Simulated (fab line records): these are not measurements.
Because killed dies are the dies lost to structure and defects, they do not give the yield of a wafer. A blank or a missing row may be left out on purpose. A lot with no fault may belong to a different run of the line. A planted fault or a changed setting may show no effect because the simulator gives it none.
Matching of chambers || flow n5-finfet || 4 sister chambers for N5_SD_EPI_P_ETCH_36 on rie-diel-06
The step etches SiARC in CF4, target depth 45.5 nm, time 75.8 s. 20 wafers are shown with their chamber, then 10 later ones without.

== WAFERS PAIRED WITH THEIR CHAMBERS ==
{"wafer": "L074.1", "chamber": 0, "drypump-motor-current-A (A)": 5.3, "showerhead-plenum-p-Torr (Torr)": 2.11, "oes-product-au (a.u.)": 0.78}
{"wafer": "L074.3", "chamber": 3, "drypump-motor-current-A (A)": 5.3, "showerhead-plenum-p-Torr (Torr)": 2.08, "oes-product-au (a.u.)": 0.67}
{"wafer": "L074.5", "chamber": 2, "drypump-motor-current-A (A)": 4.8, "showerhead-plenum-p-Torr (Torr)": 2.21, "oes-product-au (a.u.)": 0.59}
{"wafer": "L075.1", "chamber": 0, "drypump-motor-current-A (A)": 5.3, "showerhead-plenum-p-Torr (Torr)": 2.11, "oes-product-au (a.u.)": 0.78}
{"wafer": "L075.2", "chamber": 3, "drypump-motor-current-A (A)": 5.3, "showerhead-plenum-p-Torr (Torr)": 2.08, "oes-product-au (a.u.)": 0.68}
{"wafer": "L075.5", "chamber": 2, "drypump-motor-current-A (A)": 4.8, "showerhead-plenum-p-Torr (Torr)": 2.21, "oes-product-au (a.u.)": 0.58}
{"wafer": "L079.3", "chamber": 1, "drypump-motor-current-A (A)": 5.1, "showerhead-plenum-p-Torr (Torr)": 2.03, "oes-product-au (a.u.)": 0.57}
{"wafer": "L079.4", "chamber": 2, "drypump-motor-current-A (A)": 4.8, "showerhead-plenum-p-Torr (Torr)": 2.21, "oes-product-au (a.u.)": 0.57}
{"wafer": "L079.6", "chamber": 0, "drypump-motor-current-A (A)": 5.3, "showerhead-plenum-p-Torr (Torr)": 2.11, "oes-product-au (a.u.)": 0.78}
{"wafer": "L081.2", "chamber": 1, "drypump-motor-current-A (A)": 5.2, "showerhead-plenum-p-Torr (Torr)": 2.03, "oes-product-au (a.u.)": 0.56}
{"wafer": "L081.4", "chamber": 0, "drypump-motor-current-A (A)": 5.3, "showerhead-plenum-p-Torr (Torr)": 2.10, "oes-product-au (a.u.)": 0.76}
{"wafer": "L081.5", "chamber": 0, "drypump-motor-current-A (A)": 5.3, "showerhead-plenum-p-Torr (Torr)": 2.10, "oes-product-au (a.u.)": 0.75}
{"wafer": "L082.2", "chamber": 1, "drypump-motor-current-A (A)": 5.1, "showerhead-plenum-p-Torr (Torr)": 2.03, "oes-product-au (a.u.)": 0.57}
{"wafer": "L082.4", "chamber": 0, "drypump-motor-current-A (A)": 5.3, "showerhead-plenum-p-Torr (Torr)": 2.10, "oes-product-au (a.u.)": 0.76}
{"wafer": "L082.6", "chamber": 1, "drypump-motor-current-A (A)": 5.1, "showerhead-plenum-p-Torr (Torr)": 2.03, "oes-product-au (a.u.)": 0.57}
{"wafer": "L087.2", "chamber": 1, "drypump-motor-current-A (A)": 5.1, "showerhead-plenum-p-Torr (Torr)": 2.03, "oes-product-au (a.u.)": 0.55}
{"wafer": "L087.4", "chamber": 2, "drypump-motor-current-A (A)": 4.8, "showerhead-plenum-p-Torr (Torr)": 2.21, "oes-product-au (a.u.)": 0.57}
{"wafer": "L087.6", "chamber": 3, "drypump-motor-current-A (A)": 5.3, "showerhead-plenum-p-Torr (Torr)": 2.07, "oes-product-au (a.u.)": 0.66}
{"wafer": "L092.2", "chamber": 2, "drypump-motor-current-A (A)": 4.8, "showerhead-plenum-p-Torr (Torr)": 2.20, "oes-product-au (a.u.)": 0.56}
{"wafer": "L092.5", "chamber": 3, "drypump-motor-current-A (A)": 5.3, "showerhead-plenum-p-Torr (Torr)": 2.07, "oes-product-au (a.u.)": 0.65}

SIGNATURES (means of the wafers above)
{"reading": "drypump-motor-current-A", "chamber 0": 5.300, "chamber 1": 5.120, "chamber 2": 4.800, "chamber 3": 5.300, "scatter within a chamber": 0.0224}
{"reading": "showerhead-plenum-p-Torr", "chamber 0": 2.1050, "chamber 1": 2.0300, "chamber 2": 2.2080, "chamber 3": 2.0750, "scatter within a chamber": 0.00454}
{"reading": "oes-product-au", "chamber 0": 0.7683, "chamber 1": 0.5640, "chamber 2": 0.5740, "chamber 3": 0.6650, "scatter within a chamber": 0.0118}
Rule: a wafer's distance from a chamber is the root of the sum, over the readings, of the square of ((its reading less the chamber's mean) divided by the reading's scatter). The wafer belongs to the nearest chamber; if the next one is less than 2 further off, it can't be placed. The scatter: the root of (the sum of the squares of (reading less its chamber's mean) over the shown wafers, divided by (wafers less chambers)).

== WAFERS MISSING THEIR CHAMBER ==
{"wafer": "L092.6", "drypump-motor-current-A (A)": 5.3, "showerhead-plenum-p-Torr (Torr)": 2.10, "oes-product-au (a.u.)": 0.73}
{"wafer": "L093.3", "drypump-motor-current-A (A)": 5.1, "showerhead-plenum-p-Torr (Torr)": 2.28, "oes-product-au (a.u.)": 0.81}
{"wafer": "L093.4", "drypump-motor-current-A (A)": 5.2, "showerhead-plenum-p-Torr (Torr)": 2.07, "oes-product-au (a.u.)": 0.65}
{"wafer": "L093.5", "drypump-motor-current-A (A)": 5.1, "showerhead-plenum-p-Torr (Torr)": 2.28, "oes-product-au (a.u.)": 0.81}
{"wafer": "L095.1", "drypump-motor-current-A (A)": 5.1, "showerhead-plenum-p-Torr (Torr)": 2.28, "oes-product-au (a.u.)": 0.79}
{"wafer": "L095.5", "drypump-motor-current-A (A)": 5.3, "showerhead-plenum-p-Torr (Torr)": 2.10, "oes-product-au (a.u.)": 0.72}
{"wafer": "L095.6", "drypump-motor-current-A (A)": 5.1, "showerhead-plenum-p-Torr (Torr)": 2.28, "oes-product-au (a.u.)": 0.79}
{"wafer": "L097.1", "drypump-motor-current-A (A)": 4.8, "showerhead-plenum-p-Torr (Torr)": 2.20, "oes-product-au (a.u.)": 0.81}
{"wafer": "L097.4", "drypump-motor-current-A (A)": 4.8, "showerhead-plenum-p-Torr (Torr)": 2.20, "oes-product-au (a.u.)": 0.80}
{"wafer": "L097.5", "drypump-motor-current-A (A)": 5.3, "showerhead-plenum-p-Torr (Torr)": 2.06, "oes-product-au (a.u.)": 0.65}

== WHICH CHAMBER EACH ONE RAN IN ==
{"wafer": "L092.6", "from the rows above": 0, "in truth": 0}
{"wafer": "L093.3", "from the rows above": 2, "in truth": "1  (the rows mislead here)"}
{"wafer": "L093.4", "from the rows above": 3, "in truth": 3}
{"wafer": "L093.5", "from the rows above": 2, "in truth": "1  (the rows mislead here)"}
{"wafer": "L095.1", "from the rows above": 2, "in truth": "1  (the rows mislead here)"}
{"wafer": "L095.5", "from the rows above": 0, "in truth": 0}
{"wafer": "L095.6", "from the rows above": 2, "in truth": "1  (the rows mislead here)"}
{"wafer": "L097.1", "from the rows above": 2, "in truth": 2}
{"wafer": "L097.4", "from the rows above": 2, "in truth": 2}
{"wafer": "L097.5", "from the rows above": 3, "in truth": 3}
6 of 10 placed correctly. From these rows, 0 cannot be placed. 4 placed wrongly.
